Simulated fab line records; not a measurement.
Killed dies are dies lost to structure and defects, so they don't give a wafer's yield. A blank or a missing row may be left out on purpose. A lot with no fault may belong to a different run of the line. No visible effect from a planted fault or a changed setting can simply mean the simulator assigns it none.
2 desks looking at one fault -- flow nand_harc -- what lay behind the numbers comes last; until then each desk has only its own

== FROM THE METROLOGY DESK ==
What the gauges read for every lot (on any tool): the sampled wafers with a number, averaged. If a lot's mean is further than 4 standard deviations from the usual mean, the lot is out of limits and carries the mark OUT (the distance appears in the brackets).
Columns: A = cd_nm at NHARC_P_STI_CD_MEAS_09, usual 200.4 nm
lot,first seen here,A
L328,day 2 21:44,199.0
L329,day 3 05:21,200.9
L330,day 3 17:40,199.4
L332,day 4 12:43,197.3
L333,day 4 21:32,201.1
L334,day 5 06:43,198.6
L335,day 5 16:17,196.9
L343,day 9 00:31,199.9
L345,day 9 20:58,199.7
L348,day 11 07:37,197.9
L349,day 11 12:10,200.9
L351,day 12 09:14,202.6
This desk's verdict: no lot among the 12 shows anything out of limits.

== TOOL OWNER'S DESK, furnace-06 ==
At NHARC_P_STI_ANNEAL_34 (time 1800 s), the tool's own readings, given per lot that ran on this tool as the mean of the sampled wafers with a number. If a lot's mean is further than 4 standard deviations from the usual mean, the lot is out of limits and carries the mark OUT (the distance appears in the brackets).
Columns: A = run_length_s at NHARC_P_STI_ANNEAL_34, usual 1828 s
lot,first seen here,A
L329,day 3 21:04,1835
L330,day 4 08:48,1835
L335,day 6 10:23,1831
L343,day 9 16:21,1478 (-50) OUT
L345,day 10 17:04,1472 (-51) OUT
L351,day 12 23:43,1840
Finding of this desk: L343, L345 out of limits; the first was L343 at day 9 16:21, on run_length_s at NHARC_P_STI_ANNEAL_34. L329, L330, L335, L351: within limits.

== TAKEN TOGETHER ==
The tool owner's desk had the chance to raise an alarm at day 9 16:21 on L343, L345.
The metrology desk saw nothing out of limits.
The metrology desk holds a record of L343, L345, inside its limits.
All the named lots went through NHARC_P_STI_ANNEAL_34 on furnace-06.

== WHAT HAD BEEN PUT IN BY THE SIMULATOR ==
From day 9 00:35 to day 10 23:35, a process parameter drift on furnace-06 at NHARC_P_STI_ANNEAL_34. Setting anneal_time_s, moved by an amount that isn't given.
Lots struck among those shown: L343, L345.
Each desk's first reading out of limits, in hours after the fault started: the tool owner's desk, 16.
